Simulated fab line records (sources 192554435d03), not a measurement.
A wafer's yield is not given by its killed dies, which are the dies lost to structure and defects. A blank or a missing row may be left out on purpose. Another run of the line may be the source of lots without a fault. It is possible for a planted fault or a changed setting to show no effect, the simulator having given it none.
Chamber matching	flow n5Finfet	N5_BEOL_M14_ETCH_68 on rieDiel-03: 4 sister chambers
The step etches SOC in N2/H2, time 450 s. 4 wafers are shown with their chamber, then 8 later ones without.

EACH WAFER AND ITS CHAMBER
wafer	chamber	drypumpMotorCurrentA (A)
L076.3	1	6.1
L080.5	3	6.0
L081.4	0	5.4
L087.3	2	5.6

WAFERS WITH NO CHAMBER GIVEN
wafer	drypumpMotorCurrentA (A)
L087.4	6.1
L087.5	5.5
L090.3	5.5
L090.4	6.0
L090.5	5.6
L093.2	6.2
L093.3	5.4
L093.4	6.0

EACH ONE'S CHAMBER
wafer	from the rows above	in truth
L087.4	can't be placed: 1 or 3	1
L087.5	can't be placed: 0 or 2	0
L090.3	can't be placed: 0 or 2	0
L090.4	can't be placed: 3 or 1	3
L090.5	2	2
L093.2	can't be placed: 1 or 3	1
L093.3	0	0
L093.4	can't be placed: 3 or 1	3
Correctly placed: 2 of 8. These rows do not allow placing 6 (true chamber among the candidates in 6). Placed wrongly: 0.
How it was worked out, from the rows above alone: a wafer's distance from a chamber is the root of the sum, over the readings, of the square of ((its reading less the chamber's mean) divided by the reading's scatter). The wafer belongs to the nearest chamber; if the next one is less than 2 further off, it can't be placed. A chamber's mean is the mean of its shown wafers. The scatter (one wafer shown for each chamber): square how far every hidden wafer sits from the nearest shown wafer, average those squares and take the square root.
